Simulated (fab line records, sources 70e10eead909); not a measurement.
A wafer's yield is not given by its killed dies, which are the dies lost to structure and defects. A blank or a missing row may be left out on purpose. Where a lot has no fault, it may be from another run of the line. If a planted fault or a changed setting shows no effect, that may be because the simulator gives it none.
Which of the tools did it? || flow nand harc || 72 wafers sampled from 24 lots at 1 step of a route of 1302

== WHAT THE GAUGES READ, wafer by wafer ==
NHARC_A_CONTACT_OVL_MEAS_43.
{"lot": "L074", "measured": "day 21 15:43", "on": "overlay-01", "overlay x nm (nm)": "0.1 -0.3 -0.6", "overlay y nm (nm)": "-0.2 -0.6 -0.1"}
{"lot": "L075", "measured": "day 21 21:02", "on": "overlay-02", "overlay x nm (nm)": "-0.6 -0.3 -0.2", "overlay y nm (nm)": "0.3 0.5 0.5"}
{"lot": "L076", "measured": "day 21 21:29", "on": "overlay-02", "overlay x nm (nm)": "0.9 0.5 0.8", "overlay y nm (nm)": "0.5 0.6 0.8"}
{"lot": "L079", "measured": "day 22 22:14", "on": "overlay-02", "overlay x nm (nm)": "-0.8 -0.7 -1.0", "overlay y nm (nm)": "-1.1 -0.6 -0.9"}
{"lot": "L077", "measured": "day 22 22:49", "on": "overlay-01", "overlay x nm (nm)": "0.7 1.0 0.6", "overlay y nm (nm)": "0.1 -0.2 -0.3"}
{"lot": "L078", "measured": "day 23 05:43", "on": "overlay-01", "overlay x nm (nm)": "-2.2 -2.0 -2.6", "overlay y nm (nm)": "-0.9 -0.5 -0.4"}
{"lot": "L080", "measured": "day 23 05:44", "on": "overlay-02", "overlay x nm (nm)": "0.9 0.7 0.2", "overlay y nm (nm)": "0.4 0.3 0.1"}
{"lot": "L081", "measured": "day 24 06:05", "on": "overlay-01", "overlay x nm (nm)": "-0.7 -0.1 0.0", "overlay y nm (nm)": "-0.3 0.2 0.3"}
{"lot": "L082", "measured": "day 24 06:49", "on": "overlay-01", "overlay x nm (nm)": "0.4 0.5 0.7", "overlay y nm (nm)": "0.3 -0.2 0.6"}
{"lot": "L083", "measured": "day 25 00:14", "on": "overlay-01", "overlay x nm (nm)": "-0.5 -0.4 -0.6", "overlay y nm (nm)": "0.6 0.4 0.2"}
{"lot": "L085", "measured": "day 25 15:04", "on": "overlay-02", "overlay x nm (nm)": "-1.4 -0.9 -1.5", "overlay y nm (nm)": "0.0 -0.1 0.2"}
{"lot": "L084", "measured": "day 25 15:55", "on": "overlay-01", "overlay x nm (nm)": "0.6 0.7 0.7", "overlay y nm (nm)": "2.1 2.2 1.9"}
{"lot": "L086", "measured": "day 26 08:49", "on": "overlay-01", "overlay x nm (nm)": "0.2 0.6 0.2", "overlay y nm (nm)": "0.3 0.2 0.4"}
{"lot": "L087", "measured": "day 26 20:44", "on": "overlay-01", "overlay x nm (nm)": "0.9 1.2 0.7", "overlay y nm (nm)": "0.6 0.6 0.8"}
{"lot": "L089", "measured": "day 27 08:13", "on": "overlay-02", "overlay x nm (nm)": "-1.6 -1.9 -1.3", "overlay y nm (nm)": "-0.6 -1.2 -0.8"}
{"lot": "L088", "measured": "day 27 12:25", "on": "overlay-01", "overlay x nm (nm)": "-0.7 -0.2 -0.4", "overlay y nm (nm)": "0.5 1.4 0.8"}
{"lot": "L090", "measured": "day 28 07:50", "on": "overlay-02", "overlay x nm (nm)": "-1.1 -1.5 -1.4", "overlay y nm (nm)": "0.2 1.1 1.1"}
{"lot": "L091", "measured": "day 28 21:01", "on": "overlay-01", "overlay x nm (nm)": "-0.8 -1.2 -0.5", "overlay y nm (nm)": "-1.6 -0.8 -1.3"}
{"lot": "L093", "measured": "day 28 22:38", "on": "overlay-02", "overlay x nm (nm)": "0.9 1.4 1.5", "overlay y nm (nm)": "-0.1 -0.2 -0.4"}
{"lot": "L092", "measured": "day 29 02:42", "on": "overlay-02", "overlay x nm (nm)": "-0.7 -0.6 -0.4", "overlay y nm (nm)": "-2.5 -2.9 -2.5"}
{"lot": "L094", "measured": "day 29 16:34", "on": "overlay-02", "overlay x nm (nm)": "0.8 -0.1 0.4", "overlay y nm (nm)": "-0.5 -0.1 -0.1"}
{"lot": "L095", "measured": "day 30 08:41", "on": "overlay-02", "overlay x nm (nm)": "0.5 -0.5 -0.6", "overlay y nm (nm)": "1.0 0.9 0.4"}
{"lot": "L097", "measured": "day 31 01:44", "on": "overlay-01", "overlay x nm (nm)": "-1.1 -0.9 -0.8", "overlay y nm (nm)": "0.5 0.2 0.2"}
{"lot": "L096", "measured": "day 31 22:22", "on": "overlay-02", "overlay x nm (nm)": "-1.6 -0.3 -0.9", "overlay y nm (nm)": "-1.6 -2.1 -1.9"}

== WHICH TOOL RAN EACH LOT (tool, then ch and the chambers of the sampled wafers, then the start) ==
The record holds no process step before these readings.

== WHAT THE TOOLS THEMSELVES READ (means of the sampled wafers that have a number; where no wafer has one, the mark that the record gives instead) ==
The record holds no such reading with a usual standard deviation.

== THE ANSWER, worked out from the rows above alone ==
Rule: what is usual is taken from the lots themselves. The widest of any qualifying gaps counts: lots, ordered by their means at a reading, are off when they make up no more than a third of the lots, leave a main group of 4 or more, and stand apart from it by 3 or more times the standard deviation of that group's means. If all means in a main group match to the digits the tables above print for the reading, that group is not used. Also off: a lot with no number at a reading for which 4 or more lots have one. The other lots that the step has rows for count as sound. First the gauges in route order, then the tools' own readings, where a lot's mean is used as printed above. The first step at which some lot is off is used, and at that step the reading that is off furthest; a lot without a number counts as furthest.
None of the lots is off at any reading shown; this tells nothing.

== WHAT THE SIMULATOR HAD INSERTED ==
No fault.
